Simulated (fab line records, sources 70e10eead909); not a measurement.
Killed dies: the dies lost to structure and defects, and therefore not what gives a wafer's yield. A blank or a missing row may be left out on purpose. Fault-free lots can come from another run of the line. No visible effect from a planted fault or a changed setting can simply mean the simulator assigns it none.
Struck lot and sound lot, side by side :: flow nand harc :: 13 steps out of a route of 1302
Sound: these wafers, L444.3, L444.4, L444.6. Struck: wafers L435.1, L435.3, L435.4. The cause is named last.
Each step with rows lists, per side, the tool, then ch with its chambers, then its first start. Under that, the readings that differ: sound wafers :: struck wafers :: difference of the means :: sigmas: that difference in standard deviations of wafers without a fault.
alike: readings whose means differ by less than 2 such deviations, and words and numbers that are the same on both sides. not compared: withheld readings, readings that some wafer has no value for, bounds like >300 that may hide the same value, and numbers for which the record gives no deviation and whose values overlap.
A row with sigmas, a row that says differs or no value, or rows on one side alone: a step with any of these is where the two part. Numbers that don't overlap but have no deviation are shown without sigmas and don't part them. A reading that every wafer of one side lacks parts them only if that side has two wafers or more.

NHARC_P_ZERO_WELL_DESCUM_26: chemistry O2, time 3 s.
  sound on rie diel-01 ch 0,1,3, day 6 22:46; struck on rie diel-01 ch 0,1,3, day 3 04:44
  alike: drypump motor current A, o2 flow sccm, oes product au, rf vpp V, showerhead plenum p Torr, throttle valve pct
  not compared: rf hours counter h
then, 11 steps without rows for these wafers: NHARC_P_ZERO_WELL_IMPLANT_27; NHARC_P_ZERO_WELL_IMPLANT_57; NHARC_P_ZERO_WELL_IMPLANT_58; NHARC_P_ZERO_WELL_STRIP_28 (strips in SPM, time 840 s); NHARC_P_ZERO_WELL_DEHYDRATE_29 (time 120 s); NHARC_P_ZERO_WELL_HMDS_30 (time 30 s); NHARC_P_ZERO_WELL_COAT_31; NHARC_P_ZERO_WELL_SOFTBAKE_32 (time 95 s); NHARC_P_ZERO_WELL_EBR_33; NHARC_P_ZERO_WELL_EXPOSE_34 (exposes mask P PWELL, target cd 720 nm); NHARC_P_ZERO_WELL_PEB_35 (peb time 85 s).
NHARC_P_ZERO_WELL_DEVELOP_36: time 70 s.
  struck on litho track-03, day 3 06:00; sound on litho track-02 ch 0, day 7 00:00
  no value came back on the struck wafers for chill plate temp C (C), exhaust pa (Pa), time s (s); on the sound wafers chill plate temp C (C) reads 22.88 22.92 22.87

WHERE THEY PART
Only at NHARC_P_ZERO_WELL_DEVELOP_36, as far as this record shows.

WHY: what had been put in by the simulator
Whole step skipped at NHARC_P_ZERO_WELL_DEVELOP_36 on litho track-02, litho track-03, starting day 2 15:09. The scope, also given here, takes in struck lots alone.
